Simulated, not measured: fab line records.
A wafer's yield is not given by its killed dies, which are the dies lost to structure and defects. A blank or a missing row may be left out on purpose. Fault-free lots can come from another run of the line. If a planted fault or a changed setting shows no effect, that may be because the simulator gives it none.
One fault seen from 2 desks :: flow n5Finfet :: every desk sees just its own numbers, and what lay behind them comes last

THE TOOL OWNER'S DESK: rieDiel-06
The tool's own readings at N5_BEOL_M9_TRENCH_ETCH_37 (etches SiCOH lowk in C4F6/O2, target depth 151.43 nm, time 49 s): means of the sampled wafers that have a number, for each lot that ran on this tool. If a lot's mean is further than 4 standard deviations from the usual mean, the lot is out of limits and carries the mark OUT (the distance appears in the brackets).
Columns: A = chamberPressureMTorr at N5_BEOL_M9_TRENCH_ETCH_37, usual 30.00 mTorr; B = drypumpMotorCurrentA at N5_BEOL_M9_TRENCH_ETCH_37, usual 5.84 A; C = oesProductAu at N5_BEOL_M9_TRENCH_ETCH_37, usual 0.80 a.u.; D = rfFwdPowerW at N5_BEOL_M9_TRENCH_ETCH_37, usual 341.4 W; E = rfVppV at N5_BEOL_M9_TRENCH_ETCH_37, usual 668 V; F = showerheadPlenumPTorr at N5_BEOL_M9_TRENCH_ETCH_37, usual 2.85 Torr; G = throttleValvePct at N5_BEOL_M9_TRENCH_ETCH_37, usual 20.99 %
lot: L975
first seen here: day 12 11:46
A: 29.97
B: 5.98
C: 0.88
D: 340.9
E: 674
F: 2.85
G: 20.87

lot: L977
first seen here: day 12 22:51
A: 29.97
B: 5.78
C: 0.78
D: 340.4
E: 672
F: 2.92
G: 21.08

lot: L978
first seen here: day 13 13:54
A: 29.98
B: 5.99
C: 0.86
D: 341.8
E: 674
F: 2.85
G: 20.90
This desk's verdict: no lot among the 3 shows anything out of limits.

THE METROLOGY DESK
What the gauges read, lot by lot, whatever tool the lot ran on: means of the sampled wafers that have a number. If a lot's mean is further than 4 standard deviations from the usual mean, the lot is out of limits and carries the mark OUT (the distance appears in the brackets). 7 of its 26 readings are shown, namely those furthest out on some lot.
Columns: A = trenchDepthNm at N5_BEOL_M9_OCD_MEAS_38, usual 151.7 nm; B = M9_RS at N5_BEOL_M9_RS_MEAS_57, usual 0.151 ohm/sq; C = COMB_M12 at N5_BEOL_M15_RC_MEAS_101, usual 6.8e-12 S/m; D = COMB_M7 at N5_BEOL_M15_RC_MEAS_101, usual 2.6e-11 S/m; E = SERP_M12 at N5_BEOL_M15_RC_MEAS_101, usual 0.638 ohm/um; F = SERP_M5 at N5_BEOL_M15_RC_MEAS_101, usual 38.5 ohm/um; G = SERP_M8 at N5_BEOL_M15_RC_MEAS_101, usual 14.0 ohm/um
lot: L975
first seen here: day 12 10:32
A: 151.5
B: 0.153
C: 6.3e-12
D: 2.4e-11
E: 0.644
F: 39.2
G: 13.5

lot: L977
first seen here: day 12 19:54
A: 152.3
B: 0.149
C: 5.7e-12
D: 2.4e-11
E: 0.648
F: 38.0
G: 14.0

lot: L978
first seen here: day 13 13:30
A: 155.8
B: 0.146
C: 9.1e-12
D: 3.0e-11
E: 0.664
F: 38.9
G: 14.1

lot: L982
first seen here: day 13 18:12
A: 149.4
B: 0.154
C: 6.0e-12
D: 3.8e-11
E: 0.648
F: 38.4
G: 13.7

lot: L988
first seen here: day 15 05:24
A: 153.0
B: 0.148
C: 7.5e-12
D: 2.3e-11
E: 0.629
F: 37.9
G: 13.7

lot: L989
first seen here: day 15 12:07
A: 149.1
B: 0.154
C: 7.9e-12
D: 2.4e-11
E: 0.638
F: 41.3
G: 14.8
This desk's verdict: no lot among the 6 shows anything out of limits.

TAKEN TOGETHER
The tool owner's desk saw nothing out of limits.
The metrology desk saw nothing out of limits.

WHAT THE SIMULATOR PUT IN
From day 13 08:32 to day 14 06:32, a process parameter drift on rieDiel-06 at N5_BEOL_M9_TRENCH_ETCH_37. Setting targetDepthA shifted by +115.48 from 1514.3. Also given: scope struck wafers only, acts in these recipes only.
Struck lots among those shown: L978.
